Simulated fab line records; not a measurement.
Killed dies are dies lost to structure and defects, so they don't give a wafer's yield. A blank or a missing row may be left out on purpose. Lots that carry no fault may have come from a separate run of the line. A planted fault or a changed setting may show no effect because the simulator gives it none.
fab line records | flow n5-finfet | part 1 of 2: steps 1 to 4 of 6
record: lots: 22 wafers: 66 last-day: 21
route steps=1938 shown MOL_CONTACT_COAG@551 BEOL_M0_SAQP@653
lots that met no fault: taken from a fault-free run of the same line
start-h: the number of hours between the record's first day and the start of the first shown wafer of the lot | wait-h: hours elapsed since this lot's preceding step | " same as the row above | L1.1+2: one row covering several wafers at once | - no value present, or no start provided | * or withheld: withheld | < > ~ a bound
route shown NAME@n: NAME is a module with steps in the file, n the number in the route of the first one | usual: the fault-free wafers' mean and standard deviation | same: alike in all rows | chamber/n: place in a boat | sites: per-site readings | _std_site: standard deviation across them | _edge_site: inner sites' mean taken away from outer sites' mean | radius-mm: how far each site lies from the wafer's centre | mask NAME#n: copy n | behind: tool/chamber where the wafer was last shaped | hold: cause of the lot's hold/its duration in hours/its outcome | device: whichever transistor did not switch (one of n, p or np) | end of line: the same wafers' tests at the end of the route | a step with no rows: only its recipe | killed: not the wafer's yield, but the dies lost to structure and defects at the first sort | map: per-die view of a wafer (x killed, . not killed, _ where there is no die)
set.NAME: the setting as run; set.NAME@STEP: as run at that earlier step | model.NAME: the simulator's own value behind a step, which no gauge read
a sample of lots followed through the steps of the route, with each step as a table and each wafer as a row
services: when a tool's chamber went out of use (start-h, in hours from the record's first day, below 0 if earlier), for how many hours, and the reason
== steps ==
step: N5_MOL_CONTACT_COAG_SPUTTER_130
recipe: material: Co target-thk-a: 475 temp-c: 25 chamber-pressure-pa: 0.5 power-w: 3000
usual: throttle-valve-pct: 30.3/1.2
columns lot.wafer tool chamber start-h wait-h throttle-valve-pct
L074.3 pvd-sputter-02 - 107.67 0.0 30.3
L074.4 " - " " 29.1
L074.5 " - " " 30.6
L076.2 pvd-sputter-03 - 109.44 0.0 28.4
L076.5 " - " " 30.1
L076.6 " - " " 32.1
L075.1 pvd-sputter-02 - 109.51 0.0 30.1
L075.4 " - " " 30.7
L075.5 " - " " 29.0
L077.2 pvd-sputter-02 - 110.30 0.0 29.0
L077.3 " - " " 30.4
L077.6 " - " " 30.1
L078.1 pvd-sputter-03 - 122.85 0.0 29.9
L078.4 " - " " 32.0
L078.6 " - " " 31.9
L079.2 pvd-sputter-02 - 128.40 0.0 30.7
L079.3 " - " " 30.5
L079.4 " - " " 30.7
L080.2 pvd-sputter-03 - 134.51 0.0 29.8
L080.4 " - " " 28.2
L080.5 " - " " 32.1
L081.1 pvd-sputter-03 - 142.36 0.0 32.0
L081.2 " - " " 28.9
L081.6 " - " " 31.9
L082.1 pvd-sputter-02 - 145.77 0.0 30.6
L082.3 " - " " 29.0
L082.6 " - " " 30.3
L083.1 pvd-sputter-03 - 151.36 0.0 28.2
L083.2 " - " " 32.1
L083.5 " - " " 32.1
L085.2 pvd-sputter-01 - 168.85 0.0 28.8
L085.3 " - " " 31.9
L085.6 " - " " 32.0
L086.3 pvd-sputter-01 - 171.19 0.0 31.9
L086.5 " - " " 28.9
L086.6 " - " " 31.1
L087.1 pvd-sputter-01 - 174.07 0.0 29.8
L087.2 " - " " 28.8
L087.6 " - " " 31.5
L088.1 pvd-sputter-02 - 176.46 0.0 30.8
L088.5 " - " " 30.7
L088.6 " - " " 30.3
L089.1 pvd-sputter-01 - 188.82 0.0 28.7
L089.2 " - " " 31.8
L089.5 " - " " 32.1
L090.2 pvd-sputter-01 - 192.32 0.0 32.0
L090.3 " - " " 31.5
L090.6 " - " " 29.9
L091.3 pvd-sputter-01 - 195.50 0.0 31.6
L091.4 " - " " 28.9
L091.6 " - " " 31.9
L092.3 pvd-sputter-02 - 201.55 0.0 30.6
L092.5 " - " " 30.7
L092.6 " - " " 29.2
L094.1 pvd-sputter-02 - 220.28 0.0 30.5
L094.3 " - " " 30.6
L094.4 " - " " 29.1
L095.1 pvd-sputter-03 - 223.32 0.0 32.0
L095.3 " - " " 28.8
L095.6 " - " " 29.8
L096.1 pvd-sputter-02 - 226.50 0.0 30.8
L096.5 " - " " 29.1
L096.6 " - " " 30.7
L097.2 pvd-sputter-01 - 236.10 0.0 28.8
L097.3 " - " " 30.2
L097.6 " - " " 30.0
step: N5_MOL_CONTACT_COAG_ETCH_90
recipe: chemistry: CF4 target: SiARC target-depth-a: 130 mask-material: CAR-EUV time-s: 21.7 ion-energy-ev: 80 pressure-mtorr: 40 source-w: 545 bias-w: 36 Ar_flow_sccm: 100 cf4-flow-sccm: 100 ends: cleared
usual: bias-w: 36.02/0.11 drypump-motor-current-A: 5.9/0.42 etch-rf-on-time-s: 21.7/0.58 oes-product-au: 0.67/0.069 rf-vpp-V: 184.5/1.1 showerhead-plenum-p-Torr: 2.18/0.059 throttle-valve-pct: 15.54/0.21
columns lot.wafer tool chamber start-h wait-h bias-w drypump-motor-current-A etch-rf-on-time-s oes-product-au rf-hours-counter-h rf-vpp-V showerhead-plenum-p-Torr throttle-valve-pct
L074.3 rie-diel-04 3 111.76 0.0 36.09 5.7 20.4 0.63 220 185.1 2.19 15.68
L074.4 " 1 " " 35.97 6.3 21.7 0.81 13 186.2 2.18 15.48
L074.5 " 1 " " 36.03 6.3 21.5 0.81 - 184.7 2.18 15.46
L076.2 rie-diel-04 0 114.28 0.0 35.95 5.1 21.9 0.61 219 183.1 2.11 15.87
L076.5 " 3 " " 36.24 5.7 20.7 0.63 - 184.5 2.20 15.67
L076.6 " 0 " " 35.88 5.1 21.7 0.59 - 184.9 2.11 15.87
L075.1 rie-diel-05 0 115.55 0.0 36.06 5.7 21.0 0.74 35 186.1 2.26 15.21
L075.4 " 0 " " 36.08 5.7 21.1 0.74 - 186.0 2.26 15.18
L075.5 " 1 " " 36.18 6.2 22.7 0.56 - 181.9 2.03 16.00
L077.2 rie-diel-05 0 116.23 0.0 36.04 5.7 21.1 0.75 35 185.0 2.26 15.20
L077.3 " 1 " " 35.89 6.2 22.8 0.57 253 182.1 2.03 16.02
L077.6 " 2 " " 35.91 5.8 22.1 0.78 - 184.5 2.19 15.35
L078.1 rie-diel-01 3 127.21 0.0 35.90 6.4 22.9 0.63 148 183.7 2.13 15.35
L078.4 " 1 " " 36.15 5.9 21.7 0.60 212 183.8 2.13 15.89
L078.6 " 3 " " 36.00 6.4 22.9 0.63 - 184.7 2.13 15.35
L079.2 rie-diel-05 2 132.79 0.0 35.97 5.7 22.1 0.76 26 184.9 2.18 15.38
L079.3 " 3 " " 36.13 6.7 20.8 0.83 3 185.3 2.27 15.24
L079.4 " 0 " " 35.94 5.7 21.2 0.74 - 184.6 2.26 15.20
L080.2 rie-diel-04 1 139.96 0.0 35.99 6.3 21.7 0.79 23 185.7 2.18 15.48
L080.4 " 3 " " 35.91 5.7 20.6 0.62 228 187.7 2.19 15.71
L080.5 " 2 " " 36.06 5.7 21.7 0.69 - 183.1 2.17 15.47
L081.1 rie-diel-01 1 146.62 0.0 36.09 5.9 21.6 0.59 218 183.9 2.12 15.90
L081.2 " 0 " " 35.95 6.2 22.3 0.72 60 184.6 2.26 15.44
L081.6 " 3 " " 35.90 6.4 22.4 0.63 - 184.5 2.13 15.36
L082.1 rie-diel-01 2 150.89 0.0 35.86 5.5 21.6 0.64 162 185.2 2.14 15.49
L082.3 " 1 " " 36.04 5.9 21.9 0.58 220 183.8 2.12 15.90
L082.6 " 3 " " 35.93 6.4 22.6 0.63 - 183.5 2.13 15.36
L083.1 rie-diel-01 0 155.41 0.0 35.83 6.2 22.2 0.71 64 185.8 2.26 15.46
L083.2 " 1 " " 35.95 6.0 21.6 0.58 222 182.5 2.12 15.92
L083.5 " 2 " " 36.08 5.5 21.6 0.64 - 184.7 2.14 15.48
L085.2 rie-diel-01 0 173.61 0.0 36.10 6.2 22.3 0.70 73 186.0 2.26 15.48
L085.3 " 2 " " 36.01 5.6 21.9 0.63 171 183.3 2.13 15.49
L085.6 " 0 " " 35.90 6.2 22.2 0.70 - 185.0 2.26 15.45
L086.3 rie-diel-05 3 175.84 0.0 35.99 6.7 21.0 0.78 21 184.8 2.26 15.27
L086.5 " 3 " " 36.02 6.7 21.2 0.77 - 184.0 2.26 15.29
L086.6 " 2 " " 36.11 5.8 22.0 0.74 - 184.3 2.18 15.40
L087.1 rie-diel-04 3 179.35 0.0 35.93 5.6 20.6 0.61 243 185.4 2.19 15.72
L087.2 " 1 " " 35.91 6.3 22.1 0.76 38 185.1 2.18 15.50
L087.6 " 1 " " 36.12 6.3 22.0 0.76 - 184.6 2.17 15.52
L088.1 rie-diel-04 0 182.40 0.0 35.90 5.1 21.6 0.59 243 183.2 2.10 15.93
L088.5 " 3 " " 35.78 5.6 21.0 0.61 - 183.9 2.19 15.71
L088.6 " 0 " " 35.96 5.1 21.9 0.58 - 184.2 2.10 15.92
L089.1 rie-diel-04 2 192.96 0.0 36.30 5.7 21.9 0.67 102 184.7 2.17 15.50
L089.2 " 3 " " 35.85 5.7 20.7 0.61 249 184.5 2.18 15.72
L089.5 " 3 " " 35.95 5.6 20.7 0.60 - 185.0 2.19 15.72
L090.2 rie-diel-05 1 196.35 0.0 36.25 6.2 21.6 0.77 21 186.5 2.27 15.59
L090.3 " 2 " " 36.06 5.8 22.3 0.73 51 184.5 2.18 15.43
L090.6 " 0 " " 35.95 5.7 21.1 0.70 - 185.8 2.25 15.26
L091.3 rie-diel-04 1 199.43 0.0 35.92 6.3 21.8 0.75 46 184.5 2.17 15.54
L091.4 " 2 " " 36.16 5.7 21.5 0.67 - 183.6 2.17 15.52
L091.6 " 1 " " 35.96 6.3 21.8 0.75 - 183.1 2.17 15.55
L092.3 rie-diel-05 0 207.03 0.0 36.06 5.7 21.5 0.70 69 186.5 2.25 15.27
L092.5 " 2 " " 35.91 5.8 22.4 0.72 - 184.4 2.17 15.43
L092.6 " 3 " " 36.01 6.7 21.2 0.75 - 184.0 2.26 15.30
L094.1 rie-diel-04 3 224.68 0.0 36.12 5.7 20.8 0.60 261 182.6 2.18 15.75
L094.3 " 2 " " 36.08 5.7 21.8 0.65 - 183.7 2.16 15.52
L094.4 " 3 " " 36.01 5.7 20.8 0.60 - 185.5 2.18 15.76
L095.1 rie-diel-01 3 227.79 0.0 36.03 6.4 22.1 0.62 189 183.5 2.12 15.42
L095.3 " 0 " " 36.07 6.2 21.7 0.68 97 186.0 2.25 15.52
L095.6 " 0 " " 36.01 6.2 21.9 0.68 - 185.6 2.25 15.52
L096.1 rie-diel-01 3 230.69 0.0 36.11 6.4 22.9 0.61 191 182.6 2.12 15.42
L096.5 " 0 " " 36.19 6.2 22.2 0.68 - 185.7 2.25 15.53
L096.6 " 2 " " 36.08 5.6 21.7 0.62 - 183.6 2.12 15.56
L097.2 rie-diel-05 3 240.15 0.0 36.28 6.7 21.4 0.73 46 184.6 2.25 15.35
L097.3 " 0 " " 36.08 5.7 21.1 0.68 83 184.3 2.24 15.31
L097.6 " 2 " " 36.22 5.8 22.4 0.70 - 184.8 2.17 15.46
step: N5_MOL_CONTACT_COAG_ALD_131
recipe: material: SiO2 target-thk-a: 50 temp-c: 100 ald-precursor-family: BDEAS ald-co-reactant: O2-plasma pulse-time-s: 1 co-reactant-pulse-time-s: 1 purge-time-s: 2 co-reactant-purge-time-s: 2 ald-cycles: 35 pressure-torr: 2
usual: heater-power-w: 80/8 precursor-pulse-height-rel: 1.000/0.02
columns lot.wafer tool chamber start-h wait-h heater-power-w precursor-pulse-height-rel
L074.3 ald-sin-04 1 111.98 0.2 77 1.007
L074.4 " 0 " " 71 0.965
L074.5 " 0 " " 70 1.006
L076.2 ald-sin-04 2 114.44 0.1 86 1.015
L076.5 " 3 " " 74 1.014
L076.6 " 2 " " 86 1.032
L075.1 ald-sin-01 0 115.63 0.1 86 1.021
L075.4 " 3 " " 83 0.988
L075.5 " 0 " " 88 0.998
L077.2 ald-sin-03 0 116.31 0.1 74 1.013
L077.3 " 1 " " 73 0.993
L077.6 " 1 " " 74 1.008
L078.1 ald-sin-03 3 127.29 0.1 80 1.030
L078.4 " 1 " " 73 0.993
L078.6 " 1 " " 75 0.980
L079.2 ald-sin-01 2 132.87 0.1 101 0.964
L079.3 " 3 " " 83 1.011
L079.4 " 0 " " 88 1.002
L080.2 ald-sin-04 2 140.04 0.1 87 1.054
L080.4 " 0 " " 71 1.024
L080.5 " 0 " " 73 1.015
L081.1 ald-sin-04 1 146.70 0.1 76 1.001
L081.2 " 3 " " 75 1.017
L081.6 " 2 " " 87 1.006
L082.1 ald-sin-03 0 150.97 0.1 71 0.963
L082.3 " 2 " " 81 1.024
L082.6 " 0 " " 71 1.024
L083.1 ald-sin-01 0 155.49 0.1 86 1.013
L083.2 " 1 " " 66 0.998
L083.5 " 0 " " 89 0.996
L085.2 ald-sin-03 2 173.73 0.1 80 0.980
L085.3 " 3 " " 83 1.024
L085.6 " 0 " " 72 0.988
L086.3 ald-sin-01 1 175.99 0.1 67 1.013
L086.5 " 2 " " 101 0.988
L086.6 " 3 " " 84 1.028
L087.1 ald-sin-04 3 179.43 0.1 76 0.992
L087.2 " 2 " " 87 0.990
L087.6 " 2 " " 87 1.001
L088.1 ald-sin-01 0 182.48 0.1 90 1.000
L088.5 " 0 " " 86 1.006
L088.6 " 2 " " 102 1.010
L089.1 ald-sin-04 0 193.04 0.1 73 1.014
L089.2 " 1 " " 78 1.012
L089.5 " 2 " " 87 1.025
L090.2 ald-sin-03 0 196.43 0.1 73 0.996
L090.3 " 3 " " 84 1.005
L090.6 " 3 " " 84 1.010
L091.3 ald-sin-03 1 199.51 0.1 76 1.029
L091.4 " 2 " " 74 0.991
L091.6 " 2 " " 77 1.034
L092.3 ald-sin-04 1 207.11 0.1 79 0.973
L092.5 " 1 " " 78 0.991
L092.6 " 2 " " 87 0.983
L094.1 ald-sin-03 3 224.85 0.1 84 1.006
L094.3 " 0 " " 72 0.976
L094.4 " 2 " " 75 0.991
L095.1 ald-sin-04 2 228.39 0.6 89 0.980
L095.3 " 1 " " 80 0.969
L095.6 " 2 " " 89 0.989
L096.1 ald-sin-03 1 230.93 0.2 76 0.978
L096.5 " 1 " " 73 0.971
L096.6 " 2 " " 76 0.963
L097.2 ald-sin-03 1 240.68 0.5 75 0.997
L097.3 " 0 " " 71 0.990
L097.6 " 2 " " 75 1.021
step: N5_MOL_CONTACT_COAG_VIA_ETCH_46
recipe: chemistry: C4F6/O2 target-depth-a: 460 overetch-a: 92 mask-material: SOC target: SiO2 bias-w: 455 pressure-mtorr: 10 time-s: 40 source-w: 325 Ar_flow_sccm: 300 C4F6_flow_sccm: 10 O2_flow_sccm: 10 ion-energy-ev: 575.3 ends: end-point
usual: bias-w: 454.9/1.4 drypump-motor-current-A: 5.9/0.37 oes-product-au: 0.71/0.074 rf-vpp-V: 1605/44 showerhead-plenum-p-Torr: 2.89/0.097 throttle-valve-pct: 40.8/0.58
columns lot.wafer tool chamber start-h wait-h bias-w drypump-motor-current-A oes-product-au rf-hours-counter-h rf-vpp-V showerhead-plenum-p-Torr throttle-valve-pct
L074.3 rie-diel-05 2 112.32 0.0 453.2 5.8 0.82 18 1593 2.88 40.4
L074.4 " 1 " " 454.0 6.1 0.61 - 1650 2.68 41.2
L074.5 " 0 " " 454.3 5.7 0.77 - 1547 3.01 40.4
L076.2 rie-diel-04 0 115.09 0.0 457.0 5.1 0.62 219 1497 2.77 40.4
L076.5 " 3 " " 455.4 5.7 0.63 - 1623 2.90 40.5
L076.6 " 0 " " 455.5 5.1 0.63 - 1497 2.77 40.5
L075.1 rie-diel-05 1 116.01 0.0 455.4 6.2 0.60 253 1649 2.68 41.2
L075.4 " 1 " " 451.9 6.2 0.62 - 1650 2.68 41.2
L075.5 " 2 " " 454.7 5.8 0.83 - 1593 2.88 40.4
L077.2 rie-diel-05 2 116.91 0.0 456.8 5.8 0.82 20 1593 2.88 40.4
L077.3 " 0 " " 455.9 5.7 0.78 36 1545 3.01 40.4
L077.6 " 1 " " 455.4 6.2 0.62 - 1647 2.68 41.2
L078.1 rie-diel-04 2 127.63 0.0 452.6 5.7 0.72 78 1670 2.86 41.4
L078.4 " 3 " " 456.2 5.7 0.63 224 1622 2.90 40.5
L078.6 " 1 " " 454.1 6.3 0.84 - 1543 2.92 41.1
L079.2 rie-diel-05 0 133.29 0.0 455.1 5.7 0.77 41 1547 3.01 40.4
L079.3 " 3 " " 456.3 6.7 0.84 4 1590 3.04 41.2
L079.4 " 0 " " 455.4 5.7 0.77 - 1545 3.01 40.4
L080.2 rie-diel-05 1 140.42 0.0 458.2 6.2 0.88 0 1678 3.02 41.7
L080.4 " 3 " " 454.6 6.7 0.83 6 1590 3.04 41.2
L080.5 " 3 " " 454.0 6.7 0.84 - 1590 3.04 41.2
L081.1 rie-diel-01 1 147.07 0.0 457.0 5.9 0.61 218 1606 2.78 41.4
L081.2 " 2 " " 456.3 5.6 0.66 160 1621 2.84 40.0
L081.6 " 2 " " 454.4 5.6 0.66 - 1622 2.84 40.1
L082.1 rie-diel-01 1 151.31 0.0 454.3 5.9 0.62 220 1605 2.78 41.4
L082.3 " 0 " " 454.8 6.2 0.76 62 1570 3.03 41.4
L082.6 " 2 " " 454.9 5.5 0.67 - 1622 2.84 40.1
L083.1 rie-diel-01 0 155.83 0.0 456.4 6.2 0.75 64 1571 3.03 41.4
L083.2 " 1 " " 457.0 5.9 0.62 222 1606 2.78 41.4
L083.5 " 2 " " 453.9 5.5 0.67 - 1620 2.84 40.1
L085.2 rie-diel-01 3 174.06 0.0 453.7 6.4 0.66 164 1612 2.82 39.8
L085.3 " 1 " " 454.5 5.9 0.60 230 1605 2.78 41.4
L085.6 " 1 " " 454.2 5.9 0.62 - 1606 2.78 41.5
L086.3 rie-diel-01 2 176.33 0.0 454.9 5.6 0.65 172 1621 2.83 40.0
L086.5 " 2 " " 457.2 5.6 0.66 - 1621 2.83 40.1
L086.6 " 3 " " 456.4 6.4 0.68 - 1613 2.82 39.8
L087.1 rie-diel-01 1 179.85 0.0 454.3 5.9 0.61 233 1604 2.78 41.5
L087.2 " 0 " " 455.3 6.2 0.73 75 1569 3.02 41.4
L087.6 " 1 " " 454.4 5.9 0.61 - 1604 2.78 41.5
L088.1 rie-diel-05 3 182.99 0.0 456.5 6.7 0.78 24 1590 3.03 41.2
L088.5 " 1 " " 456.3 6.2 0.81 - 1675 3.01 41.8
L088.6 " 0 " " 454.3 5.7 0.74 - 1546 3.00 40.4
L089.1 rie-diel-05 0 193.37 0.0 454.2 5.7 0.72 64 1546 3.00 40.4
L089.2 " 1 " " 453.9 6.2 0.80 20 1675 3.01 41.7
L089.5 " 1 " " 453.9 6.2 0.82 - 1677 3.01 41.8
L090.2 rie-diel-04 0 196.80 0.0 452.8 5.1 0.61 249 1495 2.75 40.5
L090.3 " 2 " " 455.4 5.7 0.71 104 1669 2.85 41.4
L090.6 " 1 " " 455.0 6.3 0.80 - 1542 2.91 41.1
L091.3 rie-diel-04 1 199.84 0.0 454.3 6.3 0.79 46 1542 2.91 41.1
L091.4 " 1 " " 457.7 6.3 0.79 - 1541 2.91 41.1
L091.6 " 2 " " 453.6 5.7 0.69 - 1666 2.85 41.4
L092.3 rie-diel-04 2 207.94 0.1 454.3 5.7 0.68 - 1667 2.85 41.4
L092.5 " 2 " " 454.0 5.7 0.70 - 1666 2.85 41.4
L092.6 " 2 " " 455.5 5.7 0.69 - 1668 2.85 41.4
L094.1 rie-diel-05 2 225.18 0.0 456.3 5.8 0.76 63 1591 2.86 40.4
L094.3 " 1 " " 456.3 6.2 0.78 34 1674 3.00 41.8
L094.4 " 3 " " 453.0 6.7 0.76 40 1590 3.03 41.3
L095.1 rie-diel-04 2 228.81 0.0 456.2 5.7 0.68 121 1665 2.84 41.4
L095.3 " 2 " " 454.1 5.7 0.68 - 1668 2.84 41.4
L095.6 " 2 " " 455.8 5.7 0.69 - 1667 2.84 41.4
L096.1 rie-diel-04 2 231.37 0.0 455.6 5.7 0.69 123 1667 2.84 41.4
L096.5 " 2 " " 454.4 5.7 0.69 - 1668 2.84 41.4
L096.6 " 3 " " 453.6 5.7 0.61 - 1621 2.88 40.6
L097.2 rie-diel-05 2 241.06 0.0 454.4 5.8 0.75 69 1592 2.86 40.4
L097.3 " 3 " " 454.5 6.7 0.76 46 1590 3.02 41.3
L097.6 " 3 " " 453.0 6.7 0.77 - 1590 3.02 41.3
